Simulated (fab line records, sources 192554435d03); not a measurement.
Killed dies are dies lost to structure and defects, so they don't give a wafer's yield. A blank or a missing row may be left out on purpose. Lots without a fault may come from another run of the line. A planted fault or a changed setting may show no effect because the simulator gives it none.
fab line records | flow n5_finfet | part 2 of 2: steps 16 to 27 of 27
record lots=5 wafers=15 last_day=15
route steps=1938 shown BEOL_M9@1433
lots that met no fault: from a run of the same line without faults
start_h: hours from the record's first day to the start of the lot's first wafer shown | wait_h: hours since the lot's step before | " the same as in the row above | L1.1+2: a row that stands for several wafers | - no value, or no start given | * or withheld: withheld | < > ~ a bound
route shown NAME@n: a module of which the file shows steps, and the number in the route of the first | usual: mean/standard deviation of fault-free wafers | same: alike in all rows | chamber/n: place in a boat | sites: the reading at each site | _std_site: their standard deviation | _edge_site: outer sites' mean less inner sites' | radius_mm: how far each site lies from the wafer's centre | mask NAME#n: copy n | behind: the tool/chamber that last shaped the wafer | hold: why the lot was held/for how many hours/how that ended | device: the transistor (n, p or np) that didn't switch | end of line: the same wafers' tests at the end of the route | a step without rows: its recipe alone | killed: dies lost to structure and defects at the first sort, not the wafer's yield | map: a wafer's dies, x killed, . not, _ none there
set.NAME: the setting as run; set.NAME@STEP: as run at that earlier step | model.NAME: the simulator's own value behind a step, which no gauge read
lots at some steps of the route; a table a step, a row a wafer
services: from which hour (start_h, from the record's first day; less than 0 if before it) a tool's chamber was out of use, for how many hours, and why
## steps
# step N5_BEOL_M9_STRIP_80
# recipe chemistry=N2/H2 time_s=10 power_w=450 temp_c=40 pressure_mtorr=20 rf_frequency_hz=6e+07 bias_power_w=7 n2_flow_sccm=200 h2_flow_sccm=200
# usual drypump_motor_current_A=5.7/0.46 n2_flow_sccm=200.0/0.59 oes_product_au=0.77/0.094 rf_vpp_V=59.2/0.79 showerhead_plenum_p_Torr=2.54/0.068 throttle_valve_pct=23.73/0.26
# columns lot.wafer tool chamber start_h wait_h drypump_motor_current_A n2_flow_sccm oes_product_au rf_hours_counter_h rf_vpp_V showerhead_plenum_p_Torr throttle_valve_pct
L077.1 rie_diel-05 1 - - 5.6 200.2 0.69 203 59.1 2.53 23.79
L077.3 " 0 " " 5.8 200.4 0.72 202 58.8 2.61 23.57
L077.4 " 3 " " 5.9 199.8 0.73 176 59.0 2.54 24.07
L080.1 rie_diel-03 3 - - 5.6 199.9 0.74 185 59.8 2.63 23.72
L080.4 " 1 " " 5.1 200.1 0.75 176 57.7 2.51 23.67
L080.5 " 1 " " 5.1 199.5 0.75 - 60.7 2.51 23.67
L082.3 rie_diel-03 1 - - 5.1 201.1 0.75 176 58.2 2.51 23.68
L082.4 " 3 " " 5.6 199.0 0.74 185 60.1 2.62 23.71
L082.6 " 2 " " 5.1 200.3 0.94 - 59.4 2.58 23.23
L085.1 rie_diel-04 1 - - 5.5 200.3 0.75 144 59.3 2.53 23.93
L085.4 " 2 " " 6.5 200.6 0.96 - 59.4 2.72 23.57
L085.6 " 1 " " 5.6 200.1 0.75 - 59.3 2.53 23.93
L086.2 rie_diel-05 3 - - 5.8 199.7 0.72 198 58.9 2.53 24.09
L086.3 " 2 " " 5.2 200.2 0.69 212 60.2 2.51 23.52
L086.4 " 0 " " 5.8 199.6 0.70 225 59.3 2.60 23.60
# step N5_BEOL_M9_OCD_MEAS_38
# usual trench_depth_nm=150/3.6
# columns lot.wafer tool chamber start_h wait_h trench_depth_nm
L077.1 ocd-01 - 228.42 - 143
L077.3 " - " " 150
L077.4 " - " " 149
L080.1 ocd-02 - 266.66 - 155
L080.4 " - " " 151
L080.5 " - " " 151
L082.3 ocd-02 - 268.36 - 152
L082.4 " - " " 155
L082.6 " - " " 155
L085.1 ocd-01 - 285.50 - 148
L085.4 " - " " 154
L085.6 " - " " 147
L086.2 ocd-02 - 296.52 - 150
L086.3 " - " " 148
L086.4 " - " " 150
# step N5_BEOL_M9_HM_STRIP_39
# recipe chemistry=peroxide_tin_strip material=TiN target_depth_a=250 temp_c=50 time_s=158
# usual bath_guard_temp_C=49.8/0.61
# columns lot.wafer tool chamber start_h wait_h bath_guard_temp_C
L077.1 wet_bench-04 5 228.45 0.0 49.3
L077.3 " 0 " " 49.3
L077.4 " 1 " " 50.3
L080.1 wet_bench-01 2 266.69 0.0 49.4
L080.4 " 4 " " 50.9
L080.5 " 1 " " 50.6
L082.3 wet_bench-06 5 268.39 0.0 50.0
L082.4 " 2 " " 49.9
L082.6 " 1 " " 50.5
L085.1 wet_bench-06 4 285.53 0.0 49.8
L085.4 " 5 " " 50.4
L085.6 " 3 " " 50.1
L086.2 wet_bench-01 4 296.55 0.0 50.8
L086.3 " 1 " " 50.2
L086.4 " 0 " " 50.1
# step N5_BEOL_M9_SRD_40
# recipe time_s=30 temp_c=23 rinse_liquid=diw dry=ipa_marangoni
# columns lot.wafer tool chamber start_h wait_h
L077.1+3+4 wet_bench-04 5,0,1 228.50 0.0
L080.1+4+5 wet_bench-01 2,4,1 266.74 0.0
L082.3+4+6 wet_bench-06 5,2,1 268.44 0.0
L085.1+4+6 wet_bench-06 4,5,3 285.63 0.0
L086.2+3+4 wet_bench-01 4,1,0 296.60 0.0
# step N5_BEOL_M9_PRECLEAN_42
# recipe chemistry=residue_remover time_s=60 temp_c=40
# usual bath_guard_temp_C=39.9/0.58
# columns lot.wafer tool chamber start_h wait_h bath_guard_temp_C
L077.1 wet_bench-04 5 228.51 0.0 39.8
L077.3 " 0 " " 39.8
L077.4 " 1 " " 40.1
L080.1 wet_bench-01 2 266.75 0.0 39.7
L080.4 " 4 " " 41.0
L080.5 " 1 " " 40.1
L082.3 wet_bench-06 5 268.46 0.0 40.1
L082.4 " 2 " " 39.4
L082.6 " 1 " " 40.4
L085.1 wet_bench-06 4 285.67 0.0 39.9
L085.4 " 5 " " 40.5
L085.6 " 3 " " 40.3
L086.2 wet_bench-01 4 296.62 0.0 41.0
L086.3 " 1 " " 40.2
L086.4 " 0 " " 40.0
# step N5_BEOL_M9_SRD_43
# recipe time_s=30 temp_c=23 rinse_liquid=diw dry=ipa_marangoni
# columns lot.wafer tool chamber start_h wait_h
L077.1+3+4 wet_bench-04 5,0,1 228.53 0.0
L080.1+4+5 wet_bench-01 2,4,1 266.77 0.0
L082.3+4+6 wet_bench-06 5,2,1 268.48 0.0
L085.1+4+6 wet_bench-06 4,5,3 285.71 0.0
L086.2+3+4 wet_bench-01 4,1,0 296.63 0.0
# step N5_BEOL_M9_CD_MEAS_35
# recipe target_cd_nm=70 target_cd_y_nm=40 polarity=opening
# usual cd_nm=69.5/0.67
# columns lot.wafer tool chamber start_h wait_h cd_nm
L077.1 cd_sem-03 - 228.57 0.0 70.8
L077.3 " - " " 70.5
L077.4 " - " " 70.5
L080.1 cd_sem-01 - 266.81 0.0 70.2
L080.4 " - " " 70.1
L080.5 " - " " 69.5
L082.3 cd_sem-01 - 268.53 0.0 69.6
L082.4 " - " " 69.5
L082.6 " - " " 69.6
L085.1 cd_sem-01 - 285.76 0.0 69.9
L085.4 " - " " 69.9
L085.6 " - " " 71.0
L086.2 cd_sem-03 - 296.67 0.0 69.1
L086.3 " - " " 68.7
L086.4 " - " " 68.9
# step N5_BEOL_M9_CURE_72
# recipe temp_c=370 time_s=120 ambient=DMADMS/He material=SiCOH_lowk
# usual lamp_power_pct=52.32/0.053 wafer_temp_C_max=371.7/0.71
# columns lot.wafer tool chamber start_h wait_h lamp_power_pct wafer_temp_C_max
L077.1 uv_cure-03 0 228.61 0.0 52.31 371.4
L077.3 " 0 " " 52.29 372.0
L077.4 " 0 " " 52.37 372.2
L080.1 uv_cure-01 2 267.06 0.2 52.35 371.2
L080.4 " 2 " " 52.44 371.7
L080.5 " 2 " " 52.27 371.6
L082.3 uv_cure-02 1 268.66 0.1 52.35 373.2
L082.4 " 1 " " 52.34 373.1
L082.6 " 1 " " 52.32 373.2
L085.1 uv_cure-03 1 285.81 0.0 52.26 370.6
L085.4 " 1 " " 52.34 371.3
L085.6 " 1 " " 52.33 371.6
L086.2 uv_cure-01 0 296.76 0.1 52.30 372.3
L086.3 " 0 " " 52.30 372.6
L086.4 " 0 " " 52.31 372.7
# step N5_BEOL_M9_DEGAS_44
# recipe ambient=vacuum temp_c=250 time_s=60
# usual heater_power_w=324/40
# columns lot.wafer tool chamber start_h wait_h heater_power_w
L077.1 pvd_sputter-01 - 229.25 0.5 291
L077.3 " - " " 285
L077.4 " - " " 344
L080.1 pvd_sputter-03 - 268.14 1.0 285
L080.4 " - " " 324
L080.5 " - " " 287
L082.3 pvd_sputter-03 - 269.00 0.3 318
L082.4 " - " " 284
L082.6 " - " " 322
L085.1 pvd_sputter-03 - 286.50 0.6 289
L085.4 " - " " 278
L085.6 " - " " 321
L086.2 pvd_sputter-03 - 297.61 0.8 285
L086.3 " - " " 282
L086.4 " - " " 301
# step N5_BEOL_M9_PRE_CLEAN_45
# recipe gas=H2/He time_s=30 temp_c=250
# usual heater_power_w=325/40
# columns lot.wafer tool chamber start_h wait_h heater_power_w
L077.1 pvd_sputter-01 - 229.29 0.0 295
L077.3 " - " " 291
L077.4 " - " " 350
L080.1 pvd_sputter-03 - 268.18 0.0 279
L080.4 " - " " 320
L080.5 " - " " 297
L082.3 pvd_sputter-03 - 269.04 0.0 332
L082.4 " - " " 290
L082.6 " - " " 324
L085.1 pvd_sputter-03 - 286.54 0.0 284
L085.4 " - " " 280
L085.6 " - " " 323
L086.2 pvd_sputter-03 - 297.65 0.0 287
L086.3 " - " " 279
L086.4 " - " " 311
# step N5_BEOL_M9_ALD_74
# recipe material=TaN target_thk_a=20 temp_c=275 ald_precursor_family=PDMAT ald_co_reactant=NH3 pressure_torr=3 carrier_flow_sccm=1500 pulse_time_s=2 purge_time_s=3 co_reactant_purge_time_s=2 co_reactant_pulse_time_s=3 ald_cycles=40 precursor_vessel_temp_c=75 precursor_vessel_pressure_torr=26.25 precursor_vessel_carrier_sccm=1000
# usual chamber_pressure_Torr=3.000/0.0062 heater_power_w=430/51
# columns lot.wafer tool chamber start_h wait_h chamber_pressure_Torr heater_power_w
L077.1 ald_metal-03 0 229.35 0.0 2.999 379
L077.3 " 2 " " 3.006 403
L077.4 " 1 " " 2.988 447
L080.1 ald_metal-04 2 268.30 0.1 3.000 369
L080.4 " 0 " " 3.003 379
L080.5 " 2 " " 3.000 363
L082.3 ald_metal-03 1 269.10 0.0 3.005 455
L082.4 " 2 " " 3.004 404
L082.6 " 1 " " 2.997 448
L085.1 ald_metal-04 3 286.60 0.0 3.004 415
L085.4 " 0 " " 2.999 380
L085.6 " 3 " " 2.995 410
L086.2 ald_metal-03 1 297.73 0.1 2.998 437
L086.3 " 0 " " 3.006 376
L086.4 " 3 " " 2.995 480
# step N5_BEOL_M9_SURFACE_TREAT_79
# recipe gas=Ar time_s=* ion_energy_ev=* ion_current_ma_cm2=0.5 pressure_mtorr=* ar_flow_sccm=30
# usual throttle_valve_pct=*
# columns lot.wafer tool chamber start_h wait_h throttle_valve_pct
L077.1 pvd_sputter-01 - 229.87 0.4 *
L077.3 " - " " *
L077.4 " - " " *
L080.1 pvd_sputter-03 - 268.60 0.2 *
L080.4 " - " " *
L080.5 " - " " *
L082.3 pvd_sputter-03 - 269.40 0.2 *
L082.4 " - " " *
L082.6 " - " " *
L085.1 pvd_sputter-01 - 286.99 0.3 *
L085.4 " - " " *
L085.6 " - " " *
L086.2 pvd_sputter-03 - 298.05 0.2 *
L086.3 " - " " *
L086.4 " - " " *
## services
# columns tool chamber start_h hours kind
ald_metal-04 1 215.41 3.4 repair
ald_metal-04 - 216.21 1.7 repair
uv_cure-03 - 220.92 7.5 pm
ald_metal-04 - 229.63 0.5 repair
rie_diel-04 3 230.43 - clean
rie_diel-04 3 230.43 - consumable_replace:focus_ring
rie_diel-04 3 230.43 24.4 scheduled_down
rie_diel-04 3 230.43 24.4 vent_cycle
rie_diel-03 1 238.76 4.5 repair
rie_diel-04 2 254.91 - clean
rie_diel-04 2 254.91 - consumable_replace:focus_ring
rie_diel-04 2 254.91 - consumable_replace:showerhead
rie_diel-04 2 254.91 16.8 scheduled_down
rie_diel-04 2 254.91 16.8 vent_cycle
ald_metal-04 3 267.18 11.2 repair
uv_cure-01 - 267.92 2.1 pm
rie_diel-04 3 285.00 27.2 repair
ald_metal-03 2 285.65 7.0 repair
